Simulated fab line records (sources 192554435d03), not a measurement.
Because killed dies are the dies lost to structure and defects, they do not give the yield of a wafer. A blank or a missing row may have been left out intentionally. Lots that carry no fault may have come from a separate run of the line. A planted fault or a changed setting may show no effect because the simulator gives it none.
fab line records	flow n5-finfet
[record] lots = 4	wafers = 12	last-day = 17
route steps=1938 shown BEOL_M11@1566 BEOL_M12@1602 BEOL_M15@1830 PASSIVATION@1936
lots with no fault: from the same line, run without faults
start-h: the number of hours between the record's first day and the start of the first shown wafer of the lot	wait-h: hours since the lot's step before	" identical to the entry in the row above	L1.1+2: a single row standing in for several wafers	- either no value or no given start	* or withheld: withheld	< > ~ a bound
route shown NAME@n: NAME is a module with steps in the file, n the number in the route of the first one	usual: the fault-free wafers' mean and standard deviation	same: alike in all rows	chamber/n: place in a boat	sites: per-site readings	_std_site: the standard deviation of these	_edge_site: outer sites' mean less inner sites'	radius-mm: for every site, how far away it sits from the centre of the wafer	mask NAME#n: copy n	behind: the tool/chamber that last shaped the wafer	hold: reason for holding the lot/hours on hold/outcome of the hold	device: which transistor (n, p or np) failed to switch	end of line: the tests these same wafers got at the end of their route	where a step has no rows: the recipe by itself	killed: count of dies lost to structure and defects at first sort (not the wafer's yield)	map: a wafer's dies, x killed, . not, _ none there
set.NAME: the setting the step ran with; set.NAME@STEP: the setting that earlier step ran with	model.NAME: the simulator's own value behind a step, which no gauge read
lots seen at some steps along the route; tables by step, rows by wafer
services: the hour from which a tool's chamber was out of use, counted from the record's first day as start-h (under 0 if before that day), plus the number of hours and why
[[steps]]
[step N5_BEOL_M11_PEB_26]
[recipe] peb-temp-c = withheld	peb-time-s = 60	resist = CAR-ArF
[step N5_BEOL_M11_DEVELOP_27]
[recipe] develop-time-s = 30	developer = TMAH	resist = CAR-ArF	rinse-liquid = diw	dry = air-spin	dev-temp-c = 23
[step N5_BEOL_M11_DESCUM_33]
[recipe] chemistry = O2	time-s = 7.9	source-power-w = 50	bias-power-w = 20	pressure-mtorr = 20	rf-frequency-hz = 2.712e+07	temp-c = 40	resist = CAR-ArF	o2-flow-sccm = 225
[step N5_BEOL_M11_ETCH_65]
[recipe] chemistry = CF4	target = SiARC	target-depth-a = 390	mask-material = CAR-ArF	time-s = 65	ion-energy-ev = 80	pressure-mtorr = 40	source-w = 545	bias-w = 36	Ar_flow_sccm = 100	cf4-flow-sccm = 100	ends = cleared
[step N5_BEOL_M11_ETCH_66]
[recipe] chemistry = N2/H2	target = SOC	target-depth-a = 1200	overetch-a = 240	mask-material = SiARC	temp-c = 40	time-s = 180	ion-energy-ev = 200	pressure-mtorr = 30	source-w = 840	bias-w = 150	n2-flow-sccm = 200	h2-flow-sccm = 200
[step N5_BEOL_M11_STRIP_69]
[recipe] chemistry = N2/H2	temp-c = 40	n2-flow-sccm = 200	h2-flow-sccm = 200	rf-frequency-hz = 6e+07
[step N5_BEOL_M11_VIA_ETCH_34]
[recipe] chemistry = C4F6/O2	target = SiCOH_lowk	target-depth-a = 1845	mask-material = SOC	taper-deg = 4	time-s = 69.2	ion-energy-ev = 250	pressure-mtorr = 30	source-w = 345	bias-w = 185	Ar_flow_sccm = 300	C4F6_flow_sccm = 10	O2_flow_sccm = 10
[step N5_BEOL_M11_STRIP_73]
[recipe] chemistry = C4F6/O2	resist = SiARC	rf-frequency-hz = 6e+07
[step N5_BEOL_M11_STRIP_36]
[recipe] chemistry = N2/H2	power-w = 450	temp-c = 40	pressure-mtorr = 20	rf-frequency-hz = 6e+07	overash-fraction = 0.3	bias-power-w = 7	h2-frac = 0.5	n2-flow-sccm = 200	h2-flow-sccm = 200
[step N5_BEOL_M11_TRENCH_ETCH_37]
[recipe] chemistry = C4F6/O2	target-depth-a = 1488.3	target = SiCOH_lowk	time-s = 48	ion-energy-ev = 250	pressure-mtorr = 30	source-w = 345	bias-w = 185	Ar_flow_sccm = 300	C4F6_flow_sccm = 10	O2_flow_sccm = 10
[usual] drypump-motor-current-A = 5.9/0.31	oes_o_777_au = 0.82/0.082	oes-product-au = 0.82/0.087	rf-vpp-V = 661/19	run-length-s = 71.6/0.45	showerhead-plenum-p-Torr = 2.85/0.12	throttle-valve-pct = 20.91/0.25
lot.wafer	tool	chamber	start-h	wait-h	drypump-motor-current-A	oes_o_777_au	oes-product-au	rf-hours-counter-h	rf-vpp-V	run-length-s	showerhead-plenum-p-Torr	throttle-valve-pct	model.BEOL_M11.feature-depth-nm	model.etch.depth-nm	model.TiN_of_BEOL_M11_HM_DEP_02.thk-nm
L668.4	rie-diel-03	0	225.82	-	5.9	0.92	0.86	-	647	71.0	2.87	20.98	152	152	16
L668.5	"	2	"	"	6.6	0.99	0.96	-	648	71.7	2.81	20.51	150.2	150.1	16.2
L668.6	"	1	"	"	5.6	0.76	0.73	-	653	71.2	2.71	21.22	150.2	150.2	16
L683.1	rie-diel-03	2	317.58	-	6.5	0.92	0.90	36	648	72.2	2.79	20.52	150.6	150.6	16.4
L683.3	"	3	"	"	5.5	0.90	0.90	20	658	83.3	3.05	20.56	188	188	15
L683.6	"	0	"	"	5.8	0.88	0.83	-	646	70.9	2.86	21.02	152.4	152.4	16.4
L682.1	rie-diel-03	3	320.65	-	5.5	0.90	0.91	22	658	71.1	3.05	20.59	150.8	150.9	16
L682.2	"	2	"	"	6.6	0.92	0.89	37	648	83.7	2.79	20.53	187	186.9	15
L682.6	"	3	"	"	5.5	0.89	0.89	-	658	71.6	3.05	20.57	148.8	148.9	16
L689.2	rie-diel-04	2	361.06	-	6.1	0.82	0.86	45	706	72.0	2.93	21.11	148.6	148.6	16
L689.3	"	0	"	"	5.4	0.71	0.71	212	658	71.5	2.70	20.74	148.4	148.3	16
L689.5	"	2	"	"	6.1	0.81	0.86	-	705	71.7	2.93	21.13	149.4	149.3	16
[step N5_BEOL_M11_ETCH_41]
[recipe] chemistry = CH3F/O2	target = SiCN	target-depth-a = 426	taper-deg = 2	time-s = 86	ion-energy-ev = 120	mask-material = TiN	pressure-mtorr = 30	source-w = 395	bias-w = 75	Ar_flow_sccm = 150	CH3F_flow_sccm = 30	O2_flow_sccm = 20
[step N5_BEOL_M11_STRIP_77]
[recipe] chemistry = N2/H2	time-s = 10	power-w = 450	temp-c = 40	pressure-mtorr = 20	rf-frequency-hz = 6e+07	bias-power-w = 7	n2-flow-sccm = 200	h2-flow-sccm = 200
[step N5_BEOL_M11_OCD_MEAS_38]
[usual] trench-depth-nm = 149/3.4
lot.wafer	tool	chamber	start-h	wait-h	trench-depth-nm
L668.4	ocd-02	-	225.99	-	152
L668.5	"	-	"	"	150
L668.6	"	-	"	"	150
L683.1	ocd-02	-	317.76	-	151
L683.3	"	-	"	"	188
L683.6	"	-	"	"	153
L682.1	ocd-02	-	320.83	-	151
L682.2	"	-	"	"	187
L682.6	"	-	"	"	149
L689.2	ocd-02	-	361.24	-	149
L689.3	"	-	"	"	148
L689.5	"	-	"	"	149
[step N5_BEOL_M11_HM_STRIP_39]
[recipe] chemistry = peroxide-tin-strip	material = TiN	target-depth-a = 250	temp-c = 50	time-s = 158
[step N5_BEOL_M11_SRD_40]
[recipe] time-s = 30	temp-c = 23	rinse-liquid = diw	dry = ipa-marangoni
[step N5_BEOL_M11_PRECLEAN_42]
[recipe] chemistry = residue-remover	time-s = 60	temp-c = 40
[step N5_BEOL_M11_SRD_43]
[recipe] time-s = 30	temp-c = 23	rinse-liquid = diw	dry = ipa-marangoni
[step N5_BEOL_M11_CURE_72]
[recipe] temp-c = 370	time-s = 120	ambient = DMADMS/He	material = SiCOH_lowk
[step N5_BEOL_M11_DEGAS_44]
[recipe] ambient = vacuum	temp-c = 250	time-s = 60
[step N5_BEOL_M11_PRE_CLEAN_45]
[recipe] gas = H2/He	time-s = 30	temp-c = 250
[step N5_BEOL_M11_ALD_74]
[recipe] material = TaN	target-thk-a = 20	temp-c = 275	ald-precursor-family = PDMAT	ald-co-reactant = NH3	pressure-torr = 3	carrier-flow-sccm = 1500	pulse-time-s = 2	purge-time-s = 3	co-reactant-purge-time-s = 2	co-reactant-pulse-time-s = 3	ald-cycles = 40	precursor-vessel-temp-c = 75	precursor-vessel-pressure-torr = 26.25	precursor-vessel-carrier-sccm = 1000
[step N5_BEOL_M11_SURFACE_TREAT_76]
[recipe] gas = Ar	time-s = *	ion-energy-ev = *	ion-current-ma-cm2 = 0.5	pressure-mtorr = *	ar-flow-sccm = 30
[step N5_BEOL_M11_CVD_75]
[recipe] material = Co	target-thk-a = 20	temp-c = withheld	precursor = CCTBA/H2	pressure-torr = 30	time-s = 138.9
[step N5_BEOL_M11_SPUTTER_48]
[recipe] material = Cu	target-thk-a = 120	temp-c = -20	bias-v = 60	power-w = 26000	chamber-pressure-pa = 0.13	time-s = 2
[step N5_BEOL_M11_ECD_50]
[recipe] material = Cu	target-thk-a = 3180
[step N5_BEOL_M11_ANNEAL_51]
[recipe] temp-c = 225	time-s = 90	ambient = N2
[step N5_BEOL_M11_CMP_52]
[recipe] stop-on = SiCOH_lowk	t-overpolish-s = 7	down-force-psi = 1	platen-rpm = 50	clearing-platen-down-force-psi = 1.5	clearing-platen-rpm = 50	post-cmp-clean = cu-alkaline	target-thk-nm = 140	clearing-platen-pad-velocity-m-s = 0.99484	pad-velocity-m-s = 0.99484
[usual] motor-current-A = 6.1/0.66	pad-life-wafers = 1177/670	platen-rpm = 49.996/0.029
lot.wafer	tool	chamber	start-h	wait-h	motor-current-A	pad-life-wafers	platen-rpm	model.Cu_of_BEOL_M11_ECD_50.thk-nm
L668.4	cmp-03	2	227.99	0.2	6.2	1850	50.015	144.6
L668.6	"	0	"	"	7.4	-	50.025	141.8
L668.5	"	1	"	"	5.8	-	49.963	141.6
L683.1	cmp-03	2	320.27	0.3	6.2	498	50.019	143.2
L683.3	"	3	"	"	6.4	499	50.016	180.6
L683.6	"	3	"	"	6.7	-	49.993	144.2
L682.2	cmp-01	1	323.70	0.4	4.7	1626	49.974	178.6
L682.1	"	0	"	"	5.2	1629	50.007	144.8
L682.6	"	1	"	"	5.0	-	49.961	140.2
L689.3	cmp-03	0	365.24	0.2	7.2	782	49.975	141.2
L689.2	"	1	"	"	5.5	783	50.021	140.4
L689.5	"	3	"	"	6.6	-	49.985	141.2
[step N5_BEOL_M11_THK_MEAS_53]
[recipe] thk-meas-gauge = xrf	reads = Cu_of_BEOL_M11_ECD_50
[usual] M11_THK = 142/3.5
lot.wafer	tool	chamber	start-h	wait-h	M11_THK[nm]
L668.4	film-metro-02	-	228.21	-	146
L668.5	"	-	"	"	143
L668.6	"	-	"	"	144
L683.1	film-metro-02	-	320.56	-	146
L683.3	"	-	"	"	185
L683.6	"	-	"	"	147
L682.1	film-metro-01	-	324.00	-	145
L682.2	"	-	"	"	178
L682.6	"	-	"	"	140
L689.2	film-metro-02	-	365.46	-	141
L689.3	"	-	"	"	142
L689.5	"	-	"	"	142
[step N5_BEOL_M11_PRE_CLEAN_55]
[recipe] gas = NH3	time-s = 15	temp-c = withheld	rf-power-w = 300
[step N5_BEOL_M11_DEP_56]
[recipe] material = SiCN	target-thk-a = 300	temp-c = withheld	precursor = 3MS/NH3	pressure-torr = 3	rf-w = 675	time-s = 10.5
[step N5_BEOL_M11_RS_MEAS_57]
[recipe] thk-meas-gauge = four-point-probe	reads = Cu_of_BEOL_M11_ECD_50+Co_of_BEOL_M11_CVD_75+TaN_of_BEOL_M11_ALD_74
[usual] M11_RS = 0.151/0.0041
lot.wafer	tool	chamber	start-h	wait-h	M11_RS[ohm/sq]
L668.4	film-metro-02	-	228.34	0.0	0.145
L668.5	"	-	"	"	0.149
L668.6	"	-	"	"	0.149
L683.1	film-metro-02	-	320.69	0.0	0.147
L683.3	"	-	"	"	0.114
L683.6	"	-	"	"	0.146
L682.1	film-metro-02	-	324.12	0.0	0.145
L682.2	"	-	"	"	0.116
L682.6	"	-	"	"	0.151
L689.2	film-metro-02	-	365.58	0.0	0.150
L689.3	"	-	"	"	0.150
L689.5	"	-	"	"	0.150
[step N5_BEOL_M12_ILD_DEP_00]
[recipe] material = SiOC	target-thk-a = 6589.2	temp-c = 350	precursor = DEMS/O2	pressure-torr = 5	rf-w = 500	time-s = 130.7
[step N5_BEOL_M12_COAT_58]
[recipe] resist = BARC	temp-c = 205	time-s = 60	spin-rpm = 1500	resist-thk-nm = 89
[step N5_BEOL_M12_COAT_04]
[recipe] spin-rpm = 1625	resist-thk-nm = 400
[step N5_BEOL_M12_EBR_06]
[recipe] solvent = PGMEA	ebr-width-mm = 1.5
[step N5_BEOL_M12_SOFTBAKE_05]
[recipe] temp-c = 130	time-s = 60
[step N5_BEOL_M15_RC_MEAS_101]
[usual] etest-temp-c = 24.99/0.11	COMB_M10 = 1.6e-11/3.2e-12	COMB_M12 = 6.7e-12/1.3e-12	COMB_M13 = 5.2e-12/1.2e-12	COMB_M14 = 3.7e-12/6.8e-13	COMB_M15 = 2.7e-12/5.8e-13	COMB_M5 = 3.5e-11/6.7e-12	COMB_M6 = 2.4e-11/4.9e-12	COMB_M7 = 2.6e-11/6.1e-12	COMB_M8 = 2.6e-11/5.6e-12	COMB_M9 = 1.5e-11/3.1e-12	SERP_M10 = 3.12/0.11	SERP_M11 = 3.05/0.11	SERP_M11_max_site = 3.14/0.12	SERP_M12 = 0.634/0.02	SERP_M12_max_site = 0.646/0.02	SERP_M13 = 0.310/0.0076	SERP_M14 = 0.164/0.0083	SERP_M5 = 38.8/2.2	SERP_M6 = 14.0/0.74	SERP_M7 = 13.7/0.61	SERP_M7_max_site = 14.2/0.65	SERP_M8 = 13.6/0.69	SERP_M9 = 3.04/0.096
lot.wafer	tool	chamber	start-h	wait-h	etest-temp-c	COMB_M10[S/m]	COMB_M12[S/m]	COMB_M13[S/m]	COMB_M14[S/m]	COMB_M15[S/m]	COMB_M5[S/m]	COMB_M6[S/m]	COMB_M7[S/m]	COMB_M8[S/m]	COMB_M9[S/m]	SERP_M10[ohm/um]	SERP_M11[ohm/um]	SERP_M11_max_site[ohm/um]	SERP_M12[ohm/um]	SERP_M12_max_site[ohm/um]	SERP_M13[ohm/um]	SERP_M14[ohm/um]	SERP_M5[ohm/um]	SERP_M6[ohm/um]	SERP_M7[ohm/um]	SERP_M7_max_site[ohm/um]	SERP_M8[ohm/um]	SERP_M9[ohm/um]
L668.4	prober-01	0	251.81	1.1	25.09	1.8e-11	5.9e-12	6.2e-12	3.1e-12	2.4e-12	3.5e-11	2.1e-11	3.3e-11	2.7e-11	1.4e-11	3.17	2.87	3.11	0.638	0.651	0.305	0.160	40.6	15.0	14.1	14.8	13.6	3.17
L668.5	"	0	"	"	25.01	1.5e-11	5.6e-12	6.1e-12	4e-12	3e-12	3.3e-11	2.1e-11	2.2e-11	3.1e-11	2.1e-11	3.12	3.02	3.22	0.629	0.635	0.313	0.166	40.2	14.5	13.4	14.1	15.2	3.09
L668.6	"	0	"	"	25.06	1.6e-11	3.3e-12	5e-12	3e-12	2.2e-12	3.3e-11	1.9e-11	2.7e-11	2.5e-11	1.6e-11	3.29	3.01	3.13	0.633	0.636	0.293	0.168	41.3	16.6	14.4	14.8	13.4	3.07
L683.1	prober-02	0	343.70	0.0	24.91	2.1e-11	7.2e-12	6.2e-12	3.9e-12	3.7e-12	4.5e-11	1.4e-11	2.8e-11	3.5e-11	1.1e-11	3.16	2.97	3.11	0.620	0.643	0.309	0.166	36.9	15.2	13.7	14.0	14.0	3.19
L683.3	"	0	"	"	24.97	1.6e-11	5.5e-12	5.6e-12	3.8e-12	2.8e-12	4.2e-11	1.7e-11	3.8e-11	3.7e-11	1.8e-11	3.00	2.27	2.35	0.623	0.628	0.315	0.166	38.1	13.9	13.6	15.2	13.6	3.10
L683.6	"	0	"	"	24.84	1.4e-11	5.2e-12	6.7e-12	3.4e-12	2.9e-12	3e-11	1.3e-11	3e-11	2.8e-11	1.6e-11	3.26	2.91	3.05	0.662	0.671	0.307	0.165	37.0	14.9	13.0	13.7	12.6	2.91
L682.1	prober-01	0	350.31	0.6	24.85	1.3e-11	6.6e-12	3.6e-12	2.9e-12	2.3e-12	3.5e-11	2.6e-11	1.8e-11	1.7e-11	1.3e-11	2.94	3.02	3.14	0.643	0.650	0.325	0.168	38.4	13.8	13.5	13.8	13.2	2.95
L682.2	"	0	"	"	24.92	1.1e-11	5.9e-12	5.5e-12	4.2e-12	2.3e-12	4.2e-11	2.7e-11	2.5e-11	3.1e-11	1.4e-11	3.17	2.41	2.52	0.640	0.645	0.320	0.157	42.6	13.3	13.8	14.4	13.7	2.98
L682.6	"	0	"	"	24.90	1.4e-11	4.8e-12	5.3e-12	3.4e-12	2.6e-12	3.8e-11	2.9e-11	1.9e-11	2.7e-11	1.3e-11	3.19	3.11	3.17	0.628	0.642	0.313	0.155	38.5	13.5	13.3	13.9	13.4	2.90
L689.2	prober-02	0	384.63	0.2	25.09	1.3e-11	5.5e-12	4.3e-12	4.4e-12	2.4e-12	2.5e-11	2.4e-11	3.5e-11	2.6e-11	1.6e-11	3.08	3.07	3.17	0.679	0.695	0.307	0.178	37.4	14.7	12.6	12.8	12.6	3.07
L689.3	"	0	"	"	24.95	1.4e-11	6.2e-12	4.7e-12	5.2e-12	2.6e-12	2.5e-11	3.1e-11	2.2e-11	1.8e-11	2e-11	3.14	3.05	3.09	0.665	0.685	0.308	0.166	37.9	14.0	13.5	14.2	13.9	3.01
L689.5	"	0	"	"	25.01	1.7e-11	7e-12	5.2e-12	4.3e-12	2.9e-12	3.5e-11	2.3e-11	1.8e-11	1.9e-11	1.3e-11	3.11	3.05	3.19	0.677	0.689	0.309	0.152	34.3	13.9	12.8	13.4	13.4	3.10
// sites SERP_M11 radius-mm=0,75,75,75,75,140,140,140,140
L668.4 2.81 2.81 2.83 2.87 2.85 3.07 3.03 3.11 3.04
L683.1 2.95 2.93 2.99 2.93 2.97 2.96 3.11 2.97 3.00
L682.1 3.14 3.02 3.13 3.11 3.04 2.84 2.90 3.00 2.79
L689.2 3.02 3.07 3.09 3.13 3.03 3.06 3.12 3.17 3.00
[step N5_PASSIVATION_PROBE_49]
[usual] defect-limited-yield = 90.9/1.6	killed_at_M0_to_M3 = 34/10	killed_at_M4_up = 13/5.4	killed-at-contacts = 13/6	killed-at-front-end = 42/13	killed-at-other = 4/3.2	killed-dies = 107/18	killed-open = 69/14	killed-short = 35/7.7	sort_bin_5_function = 5.3/1	sort_bin_6_memory = 3.3/0.75	sort-n-pass = 1073/19	sort-yield-pct = 90.9/1.6
[same] gross-dies = 1180	killed-at-back-side = 0	sort_bin_4_leakage[%] = 0	sort_bin_8_speed[%] = 0
lot.wafer	tool	chamber	start-h	wait-h	defect-limited-yield[%]	killed_at_M0_to_M3	killed_at_M4_up	killed-at-contacts	killed-at-front-end	killed-at-other	killed-dies	killed-open	killed-short	sort_bin_5_function[%]	sort_bin_6_memory[%]	sort-n-pass	sort-yield-pct[%]
L683.6	prober-02	-	357.32	0.3	90.0	28	18	7	58	7	118	67	37	6.9	2.8	1062	90.0
L682.1	prober-02	-	361.26	0.0	89.6	40	9	12	60	2	123	80	41	6.1	4.2	1057	89.6
L682.2	prober-02	-	361.31	0.1	88.6	44	14	9	62	5	134	89	43	7.2	3.9	1046	88.6
L682.6	prober-02	-	361.51	0.3	88.1	30	29	17	62	3	141	100	40	6.4	5.2	1039	88.1
// killed by level:class
L683.6 FIN_CUT:area-etch=12 STI_FIN_REVEAL:geometric-particle:open=11 DUMMY_GATE:geometric-particle:open=11 BEOL_M2:geometric-particle:open=9 DUMMY_GATE:geometric-particle:short=7 BEOL_M4:geometric-particle:open=7 BEOL_M0_SAQP:geometric-particle:short=5 FIN_SAQP:geometric-particle:open=4
L682.1 STI_FIN_REVEAL:geometric-particle:open=16 MOL_CONTACT_COAG:geometric-particle:open=9 FIN_SAQP:geometric-particle:short=8 BEOL_M1:geometric-particle:open=8 ILD0:geometric-particle:short=8 BEOL_M0:geometric-particle:open=7 FIN_SAQP:geometric-particle:open=5 BEOL_M3:geometric-particle:open=5
L682.2 STI_FIN_REVEAL:geometric-particle:open=18 FIN_SAQP:geometric-particle:open=12 FIN_SAQP:geometric-particle:short=11 BEOL_M1:geometric-particle:open=10 BEOL_M3:geometric-particle:open=8 MOL_CONTACT_COAG:geometric-particle:open=7 DUMMY_GATE:geometric-particle:open=6 BEOL_M0_SAQP:geometric-particle:open=6
L682.6 STI_FIN_REVEAL:geometric-particle:open=27 BEOL_M4:geometric-particle:open=17 MOL_CONTACT_COAG:geometric-particle:open=16 BEOL_M1:geometric-particle:open=9 BEOL_M4:geometric-particle:short=6 FIN_SAQP:geometric-particle:open=4 STI_FIN_REVEAL:geometric-particle:short=4 SPACER0:geometric-particle:open=4
[[services]]
tool	chamber	start-h	hours	kind
rie-diel-04	0	209.83	5.8	repair
cmp-01	-	228.23	0.9	repair
cmp-01	-	230.09	1.5	repair
rie-diel-03	3	233.72	-	clean
rie-diel-03	3	233.72	-	consumable-replace:focus-ring
rie-diel-03	3	233.72	-	consumable-replace:showerhead
rie-diel-03	3	233.72	11.9	scheduled-down
rie-diel-03	3	233.72	11.9	vent-cycle
rie-diel-04	0	250.43	17.9	repair
cmp-03	-	251.27	4.0	pm
cmp-03	-	255.27	-	consumable-replace:conditioner
cmp-03	-	255.27	-	consumable-replace:pad
cmp-01	-	259.16	1.2	repair
rie-diel-03	-	267.61	2.8	pm
cmp-03	-	272.64	0.3	repair
cmp-01	-	281.15	0.8	repair
rie-diel-03	3	285.89	4.9	repair
cmp-03	-	332.55	0.6	repair
cmp-03	-	335.14	7.4	pm
rie-diel-04	0	341.79	8.0	repair
[[key]]
[first-sign] step = N5_BEOL_M11_TRENCH_ETCH_37	reading = run-length-s	direction = up	sigmas = 27	usual = *	struck = *
[effect] step = N5_BEOL_M11_OCD_MEAS_38	reading = trench-depth-nm	direction = up	sigmas = 11	usual = 149	struck = 187
[effect] step = N5_BEOL_M11_THK_MEAS_53	reading = M11_THK	direction = up	sigmas = 11	usual = 142	struck = 182
[effect] step = N5_BEOL_M11_RS_MEAS_57	reading = M11_RS	direction = down	sigmas = 8.6	usual = 0.151	struck = 0.115
[effect] step = N5_BEOL_M15_RC_MEAS_101	reading = SERP_M11	direction = down	sigmas = 6.3	usual = 3.05	struck = 2.34
[model-effect] step = N5_BEOL_M11_TRENCH_ETCH_37	value = BEOL_M11.feature-depth-nm	without = 149.3	struck = 187.5
[model-effect] step = N5_BEOL_M11_CMP_52	value = Cu_of_BEOL_M11_ECD_50.thk-nm	without = 141.3	struck = 179.6
met-at N5_BEOL_M11_TRENCH_ETCH_37
struck-wafers L682.2,L683.3
[baseline-loss] step = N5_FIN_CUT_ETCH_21	wafers = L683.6
onset-between 225.82 317.58
[fault] kind = process-parameter-drift	tool = rie-diel-03	chamber = -	onset-h = 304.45	steps = N5_BEOL_M11_TRENCH_ETCH_37	channel = time-s	offset = *	shape = step	end-h = 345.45	scope = struck-wafers-only	acts-in = *	stated = *
// baseline-loss: these wafers lose ten dies or more at that step, a loss of the line's own and not of a fault; the sort's usual values leave them out
